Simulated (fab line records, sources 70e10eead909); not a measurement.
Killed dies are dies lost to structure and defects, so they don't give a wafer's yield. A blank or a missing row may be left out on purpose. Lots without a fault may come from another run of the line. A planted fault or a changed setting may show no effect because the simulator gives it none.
Chamber matching | flow nand_harc | NHARC_A_CONTACT_DESCUM_13 on rie_diel-04: 4 sister chambers
The step chemistry O2, time 3 s. 4 wafers are shown with their chamber, then 9 later ones without.

WAFERS WITH THEIR CHAMBER
wafer  | chamber | showerhead_plenum_p_Torr (Torr)
L082.5 | 1       | 1.96
L080.6 | 0       | 1.92
L089.3 | 2       | 1.91
L089.6 | 3       | 1.88

WAFERS WITHOUT THEIR CHAMBER
wafer  | showerhead_plenum_p_Torr (Torr)
L091.1 | 1.95
L091.3 | 1.90
L091.4 | 1.92
L092.2 | 1.91
L092.4 | 1.90
L092.5 | 1.91
L094.3 | 1.91
L094.4 | 1.95
L094.5 | 1.91

WHICH CHAMBER EACH WENT THROUGH
wafer  | from the rows above          | in truth
L091.1 | 1                            | 1
L091.3 | can't be placed: 2 or 0 or 3 | 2
L091.4 | can't be placed: 0 or 2      | 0
L092.2 | can't be placed: 2 or 0      | 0
L092.4 | can't be placed: 2 or 0 or 3 | 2
L092.5 | can't be placed: 2 or 0      | 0
L094.3 | can't be placed: 2 or 0      | 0
L094.4 | 1                            | 1
L094.5 | can't be placed: 2 or 0      | 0
Placed correctly: 2 of 9. Can't be placed from these rows: 7 (the true chamber is among the candidates in 7). Placed wrongly: 0.
How it was worked out, from the rows above alone: a wafer's distance from a chamber is the root of the sum, over the readings, of the square of ((its reading less the chamber's mean) divided by the reading's scatter). The wafer belongs to the nearest chamber; if the next one is less than 2 further off, it can't be placed. A chamber's mean is the mean of its shown wafers. The scatter: with one shown wafer a chamber, the root of the mean of the squares of how far each hidden wafer lies from its nearest shown one.
